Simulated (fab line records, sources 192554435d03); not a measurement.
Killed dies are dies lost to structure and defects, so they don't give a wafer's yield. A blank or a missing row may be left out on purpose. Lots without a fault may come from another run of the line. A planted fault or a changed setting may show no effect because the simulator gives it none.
Split-lot experiment | flow n5_finfet | 7 lots, 39 wafers read, on a route of 1938 steps

THE SPLIT
At N5_BEOL_M12_TRENCH_ETCH_34 (etches SiOC in C4F8/O2/Ar, target depth 318.95 nm, time 125.5 s), the setting time_s was moved away from the recipe's 125.5 s on 12 of the 39 wafers read, by -49.6% to +53.8%. The other wafers ran this setting at the recipe's value.

FROM THE SPLIT TO THE READING: what the file shows between them, 7 steps
- N5_BEOL_M12_STRIP_70: strips in C4F8/O2/Ar
- N5_BEOL_M12_OCD_MEAS_35
- N5_BEOL_M12_STRIP_37: strips in N2/H2
- N5_BEOL_M12_ETCH_38: etches SiCN in CF4/N2, target depth 68.7 nm, time 73.4 s
- N5_BEOL_M12_ECD_47: material Cu, target thk 720 nm
- N5_BEOL_M12_ANNEAL_48: time 90 s
- N5_BEOL_M12_CMP_49: polishes, stops on SiOC, t overpolish 20.6 s, target thk 320 nm

THE READING
M12_THK, in nm, at N5_BEOL_M12_THK_MEAS_50 (measures by xrf). Fault-free wafers of this fab line usually give 322 nm, standard deviation 5.7 nm.

wafer  | tool, chamber at the split | time_s as run, s | against the recipe | M12_THK, nm | against lot-mates on the recipe
L074.1 | rie_diel-02, 3             | 193              | +53.8%             | 498         | +176
L074.2 | rie_diel-02, 2             | 125.5            | recipe             | 320         | -
L074.3 | rie_diel-02, 0             | 125.5            | recipe             | 327         | -
L074.4 | rie_diel-02, 1             | 193              | +53.8%             | 504         | +182
L074.5 | rie_diel-02, 3             | 193              | +53.8%             | 495         | +173
L074.6 | rie_diel-02, 2             | 125.5            | recipe             | 319         | -
L076.1 | rie_diel-02, 3             | 125.5            | recipe             | 321         | -
L076.2 | rie_diel-02, 2             | 125.5            | recipe             | 318         | -
L076.3 | rie_diel-02, 1             | 125.5            | recipe             | 327         | -
L076.4 | rie_diel-02, 0             | 125.5            | recipe             | 320         | -
L076.5 | rie_diel-02, 2             | 125.5            | recipe             | 319         | -
L076.6 | rie_diel-02, 1             | 125.5            | recipe             | 325         | -
L077.1 | rie_diel-01, 0             | 65.2             | -48.0%             | 171         | -159
L077.2 | rie_diel-01, 3             | 65.2             | -48.0%             | 174         | -156
L077.3 | rie_diel-01, 2             | 125.5            | recipe             | 326         | -
L077.4 | rie_diel-01, 1             | 125.5            | recipe             | 329         | -
L077.5 | rie_diel-01, 0             | 65.2             | -48.0%             | 171         | -159
L077.6 | rie_diel-01, 3             | 125.5            | recipe             | 335         | -
L090.1 | rie_diel-01, 2,0           | 125.5            | recipe             | 315         | -
L090.2 | rie_diel-01, 1             | 125.5            | recipe             | 321         | -
L090.3 | rie_diel-01, 2,0           | 125.5            | recipe             | 319         | -
L090.4 | rie_diel-01, 3             | 125.5            | recipe             | 324         | -
L090.5 | rie_diel-01, 2             | 125.5            | recipe             | 313         | -
L090.6 | rie_diel-01, 1             | 125.5            | recipe             | 324         | -
L091.1 | rie_diel-01, 1             | 125.5            | recipe             | 325         | -
L091.2 | rie_diel-01, 3             | 125.5            | recipe             | 332         | -
L091.4 | rie_diel-01, 0             | 125.5            | recipe             | 320         | -
L092.1 | rie_diel-06, 1             | 125.5            | recipe             | 319         | -
L092.2 | rie_diel-06, 3             | 125.5            | recipe             | 319         | -
L092.3 | rie_diel-06, 2             | 99.47            | -20.7%             | 250         | -68
L092.4 | rie_diel-06, 3             | 125.5            | recipe             | 316         | -
L092.5 | rie_diel-06, 2             | 99.47            | -20.7%             | 250         | -68
L092.6 | rie_diel-06, 1             | 99.47            | -20.7%             | 252         | -66
L096.1 | rie_diel-01, 1             | 63.31            | -49.6%             | 164         | -157
L096.2 | rie_diel-01, 2             | 125.5            | recipe             | 314         | -
L096.3 | rie_diel-01, 0             | 125.5            | recipe             | 318         | -
L096.4 | rie_diel-01, 3             | 125.5            | recipe             | 331         | -
L096.5 | rie_diel-01, 3             | 63.31            | -49.6%             | 168         | -153
L096.6 | rie_diel-01, 0             | 63.31            | -49.6%             | 162         | -159
Where a row lists several chambers, the file gives one row for several wafers and doesn't say which wafer went through which chamber.

THE FIT
A straight line over all 39 wafers: M12_THK changes by +3.22 nm for each +1% of time_s; r = +1.00; the points scatter about the line by 5.3 nm.
The same after taking each lot's own level away (the mean of its wafers on the recipe; 39 wafers): +3.25 nm for each +1%; r = +1.00; scatter 4.2 nm.
On that fit, the largest move of time_s shifts the reading by 1.7e+02 nm.
The lots' own levels span 318.0 to 330.0 nm, that is 2.1 times the standard deviation above.
So the lot-to-lot level changes the slope little: the two slopes agree.
Check: with one of the wafers moved furthest among these (+53.8%) left out of the fit, the line predicts +175 nm for it against its lot-mates. It came out at +176 nm against them.

THE WHOLE CHAIN: every reading that the file lists as answering this split, in the file's order
step                       | what it does                                                    | reading                                                                       | change (the file's fit)                                                                 | r (the file's)
N5_BEOL_M12_TRENCH_ETCH_34 | etches SiOC in C4F8/O2/Ar, target depth 318.95 nm, time 125.5 s | etch.depth_nm (the simulator's own value, which no gauge read)                | +3.21 nm for each +1% of the setting                                                    | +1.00
N5_BEOL_M12_OCD_MEAS_35    |                                                                 | trench_depth_nm                                                               | +3.21 nm for each +1% of the setting                                                    | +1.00
N5_BEOL_M12_CMP_49         | polishes, stops on SiOC, t overpolish 20.6 s, target thk 320 nm | Cu_of_BEOL_M12_ECD_47.thk_nm (the simulator's own value, which no gauge read) | +3.19 nm for each +1% of the setting                                                    | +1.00
N5_BEOL_M12_THK_MEAS_50    | measures by xrf                                                 | M12_THK                                                                       | +3.25 for each +1% of the setting                                                       | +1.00
N5_BEOL_M12_RS_MEAS_54     | measures by four-point-probe                                    | M12_RS                                                                        | not straight: 0.1234 at the lowest setting, 0.0603 at the recipe, 0.0383 at the highest | not given

THE FILE'S OWN FIT
M12_THK changes by +3.25 nm for each +1% of time_s, r = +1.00.
